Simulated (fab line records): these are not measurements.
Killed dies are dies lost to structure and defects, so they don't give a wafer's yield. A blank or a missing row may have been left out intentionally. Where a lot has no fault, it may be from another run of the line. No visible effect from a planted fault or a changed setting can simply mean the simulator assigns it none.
Chamber matching :: flow nand harc :: NHARC_A_CONTACT_DEP_58 on pecvd-02 has 3 sister chambers
The step deposits SiON, target thk 60 nm. 6 wafers are shown with their chamber, then 12 later ones without.

WAFERS WITH THEIR CHAMBER
wafer: L088.4
chamber: 2
heater power w (W): 752

wafer: L088.5
chamber: 1
heater power w (W): 639

wafer: L087.2
chamber: 2
heater power w (W): 855

wafer: L089.1
chamber: 0
heater power w (W): 675

wafer: L089.4
chamber: 0
heater power w (W): 676

wafer: L089.5
chamber: 1
heater power w (W): 628

WAFERS WITH NO CHAMBER GIVEN
wafer: L089.2
heater power w (W): 845

wafer: L089.3
heater power w (W): 639

wafer: L089.6
heater power w (W): 850

wafer: L091.2
heater power w (W): 603

wafer: L091.3
heater power w (W): 792

wafer: L091.4
heater power w (W): 669

wafer: L097.2
heater power w (W): 602

wafer: L097.3
heater power w (W): 786

wafer: L097.5
heater power w (W): 623

wafer: L096.3
heater power w (W): 838

wafer: L096.4
heater power w (W): 663

wafer: L096.6
heater power w (W): 828

THE CHAMBER EACH PASSED THROUGH
wafer: L089.2
from the rows above: 2
in truth: 2

wafer: L089.3
from the rows above: can't be placed: 1 or 0
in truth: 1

wafer: L089.6
from the rows above: 2
in truth: 2

wafer: L091.2
from the rows above: can't be placed: 1 or 0
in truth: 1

wafer: L091.3
from the rows above: 2
in truth: 2

wafer: L091.4
from the rows above: can't be placed: 0 or 1
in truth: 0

wafer: L097.2
from the rows above: can't be placed: 1 or 0
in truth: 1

wafer: L097.3
from the rows above: 2
in truth: 2

wafer: L097.5
from the rows above: can't be placed: 1 or 0
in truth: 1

wafer: L096.3
from the rows above: 2
in truth: 2

wafer: L096.4
from the rows above: can't be placed: 0 or 1
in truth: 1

wafer: L096.6
from the rows above: 2
in truth: 2
Correct placement for 6 of the 12. Not placeable from these rows: 6 (in 6, the candidates include the true chamber). Wrongly placed: 0.
How it was worked out, from the rows above alone: a wafer's distance from a chamber is the root of the sum, over the readings, of the square of ((its reading less the chamber's mean) divided by the reading's scatter). The wafer belongs to the nearest chamber; if the next one is less than 2 further off, it can't be placed. A chamber's mean is the mean of its shown wafers. The scatter is the square root of a quotient: the sum, over the shown wafers, of each reading's squared deviation from its chamber's mean, divided by wafers minus chambers.
